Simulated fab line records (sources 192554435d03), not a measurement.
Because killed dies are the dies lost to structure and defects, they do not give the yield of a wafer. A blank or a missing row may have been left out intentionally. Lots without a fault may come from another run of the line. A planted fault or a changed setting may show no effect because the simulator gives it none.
Lot-split experiment    flow n5Finfet    21 wafers read from 7 lots, route of 1938 steps

== THE SPLIT ==
At N5_BEOL_M6_COAT_22 (resist thk 30 nm), the setting spinRpm was moved away from the recipe's 1500 rpm on 6 of the 21 wafers read, by -3.6% to +3.4%. The other wafers ran this setting at the recipe's value.

The reading is taken at the split's own step.

== THE READING ==
CAR-EUV_of_BEOL_M6_COAT_22.thkNm (the simulator's own value, which no gauge read), in nm, at N5_BEOL_M6_COAT_22 (resist thk 30 nm). The file does not state a usual value for it.

wafer   tool, chamber at the split  spinRpm as run, rpm  against the recipe  CAR-EUV_of_BEOL_M6_COAT_22.thkNm, nm  against lot-mates on the recipe
L075.1  lithoTrack-04, 0            1549                 +3.3%               29.6                                  -0.4
L075.4  lithoTrack-04, 0            1500                 recipe              30                                    -
L075.5  lithoTrack-04, 0            1500                 recipe              30                                    -
L079.4  lithoTrack-05, 0            1500                 recipe              30                                    -
L079.5  lithoTrack-05, 0            1544                 +2.9%               29.6                                  -0.4
L079.6  lithoTrack-05, 0            1544                 +2.9%               29.6                                  -0.4
L085.2  lithoTrack-02, 0            1551                 +3.4%               29.4                                  -0.6
L085.3  lithoTrack-02, 0            1500                 recipe              30                                    -
L085.6  lithoTrack-02, 0            1500                 recipe              30                                    -
L092.2  lithoTrack-04, 0            1500                 recipe              30                                    -
L092.3  lithoTrack-04, 0            1500                 recipe              30                                    -
L092.4  lithoTrack-04, 0            1500                 recipe              30                                    -
L093.4  lithoTrack-02, 0            1500                 recipe              30                                    -
L093.5  lithoTrack-02, 0            1500                 recipe              30                                    -
L093.6  lithoTrack-02, 0            1500                 recipe              30                                    -
L095.1  lithoTrack-04, 0            1500                 recipe              30                                    -
L095.4  lithoTrack-04, 0            1500                 recipe              30                                    -
L095.5  lithoTrack-04, 0            1500                 recipe              30                                    -
L097.2  lithoTrack-05, 0            1446                 -3.6%               30.4                                  +0.4
L097.3  lithoTrack-05, 0            1500                 recipe              30                                    -
L097.5  lithoTrack-05, 0            1446                 -3.6%               30.6                                  +0.6

FIT RESULTS
A straight line over all 21 wafers: CAR-EUV_of_BEOL_M6_COAT_22.thkNm changes by -0.142 nm for each +1% of spinRpm; r = -0.99; the points scatter about the line by 0.045 nm.
The same after taking each lot's own level away (the mean of its wafers on the recipe; 21 wafers): -0.142 nm for each +1%; r = -0.99; scatter 0.045 nm.
That fit puts the effect of the largest move of spinRpm on the reading at 0.51 nm.
The lots' own levels span 30.00 to 30.00 nm.
So the lot-to-lot level changes the slope little: the two slopes agree.
Check: for one of the wafers moved furthest among these (-3.6%), held out of the fit, the line's prediction against its lot-mates is +0.552 nm. It came out at +0.4 nm against them.

== OTHER SPLITS ON THESE WAFERS ==
These wafers also went through other splits before the reading. Each is held against what the fit with the lots' levels taken away leaves over:
other split on the same wafers     wafers away from the commonest value  r with CAR-EUV_of_BEOL_M6_COAT_22.thkNm (lot level and that fit taken away)
N5_BEOL_M3_TRENCH_ETCH_37 biasW    7                                     +0.10
N5_BEOL_M4_COAT_73 spinRpm         6                                     +0.05
N5_BEOL_M4_TRENCH_ETCH_37 timeS    7                                     +0.04
N5_BEOL_M4_SURFACE_TREAT_85 timeS  as run: not given for these wafers    -
N5_BEOL_M5_VIA_ETCH_34 biasW       6                                     -0.13
N5_BEOL_M5_ETCH_41 sourceW         4                                     -0.09

== FILE'S OWN FIT ==
CAR-EUV_of_BEOL_M6_COAT_22.thkNm changes by -0.144 nm for each +1% of spinRpm, r = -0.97.
